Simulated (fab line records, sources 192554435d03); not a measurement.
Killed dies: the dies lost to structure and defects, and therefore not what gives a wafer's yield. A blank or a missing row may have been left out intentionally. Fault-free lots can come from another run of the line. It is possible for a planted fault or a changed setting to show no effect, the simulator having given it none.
Which tool was responsible? || flow n5 finfet || 9 lots with 27 wafers sampled at 2 steps, on a route of 1938 steps

WHAT THE GAUGES SHOWED, per wafer
N5_PMOS_HMC_CHANNEL_EPI_CD_MEAS_09: the cd target is 237.4 nm.
{"lot": "L467", "measured": "day 1 23:41", "on": "cd sem-03", "cd nm (nm)": "237.8 238.5 238.3"}
{"lot": "L469", "measured": "day 2 11:25", "on": "cd sem-01", "cd nm (nm)": "237.6 237.9 238.8"}
{"lot": "L476", "measured": "day 4 05:23", "on": "cd sem-03", "cd nm (nm)": "236.8 236.6 236.8"}
{"lot": "L477", "measured": "day 4 11:25", "on": "cd sem-03", "cd nm (nm)": "236.8 237.3 236.9"}
{"lot": "L478", "measured": "day 4 17:26", "on": "cd sem-03", "cd nm (nm)": "235.4 236.5 237.3"}
{"lot": "L483", "measured": "day 5 23:30", "on": "cd sem-03", "cd nm (nm)": "246.0 246.7 246.2"}
{"lot": "L484", "measured": "day 6 05:14", "on": "cd sem-02", "cd nm (nm)": "237.7 236.7 237.5"}
{"lot": "L487", "measured": "day 6 23:30", "on": "cd sem-02", "cd nm (nm)": "246.4 246.9 246.9"}
{"lot": "L489", "measured": "day 7 11:04", "on": "cd sem-02", "cd nm (nm)": "236.7 237.1 237.8"}

WHAT TOOL EACH LOT RAN ON (gives the tool, then ch and the chambers of the sampled wafers, and finally the start)
{"lot": "L467", "N5_PMOS_HMC_CHANNEL_EPI_PEB_07": "litho track-03 ch 0, day 1 23:37"}
{"lot": "L469", "N5_PMOS_HMC_CHANNEL_EPI_PEB_07": "litho track-05 ch 0, day 2 11:20"}
{"lot": "L476", "N5_PMOS_HMC_CHANNEL_EPI_PEB_07": "litho track-03 ch 0, day 4 05:19"}
{"lot": "L477", "N5_PMOS_HMC_CHANNEL_EPI_PEB_07": "litho track-03 ch 0, day 4 11:20"}
{"lot": "L478", "N5_PMOS_HMC_CHANNEL_EPI_PEB_07": "litho track-03 ch 0, day 4 17:23"}
{"lot": "L483", "N5_PMOS_HMC_CHANNEL_EPI_PEB_07": "litho track-03 ch 0, day 5 23:26"}
{"lot": "L484", "N5_PMOS_HMC_CHANNEL_EPI_PEB_07": "litho track-02 ch 0, day 6 05:10"}
{"lot": "L487", "N5_PMOS_HMC_CHANNEL_EPI_PEB_07": "litho track-03 ch 0, day 6 23:26"}
{"lot": "L489", "N5_PMOS_HMC_CHANNEL_EPI_PEB_07": "litho track-02 ch 0, day 7 10:59"}
- N5_PMOS_HMC_CHANNEL_EPI_PEB_07: peb time 60 s.

THE ANSWER, worked out from the rows above alone
Rule: what is usual is taken from the lots themselves. Put in order of their means at a reading, lots are off if they are a third of the lots or fewer, leave a main group of 4 or more, and stand apart from it by a gap of 3 or more times the standard deviation of the main group's means; of several such gaps the widest counts. If all means in a main group match to the digits the tables above print for the reading, that group is not used. Also off: a lot with no number at a reading for which 4 or more lots have one. Any other lot the step has rows for is counted as sound.
Off: L483, L487, at N5_PMOS_HMC_CHANNEL_EPI_CD_MEAS_09 (cd nm). The main group: mean 237.3 nm, standard deviation 0.62.
A tool fits if, at a process step before that reading, it ran every lot that is off, and no sound lot after the first of them. Gauges at N5_PMOS_HMC_CHANNEL_EPI_CD_MEAS_09: tried the same way as those tools. One candidate fits, namely litho track-03 at N5_PMOS_HMC_CHANNEL_EPI_PEB_07. A fault onset in the window from L478 (day 4 17:23, its last sound lot) to L483 (day 5 23:26, its first lot off) fits.

WHAT THE SIMULATOR PUT IN
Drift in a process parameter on litho track-03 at N5_PMOS_HMC_CHANNEL_EPI_PEB_07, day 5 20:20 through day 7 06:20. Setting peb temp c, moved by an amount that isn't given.
Struck lots among those shown: L483, L487. The rule above found the same.
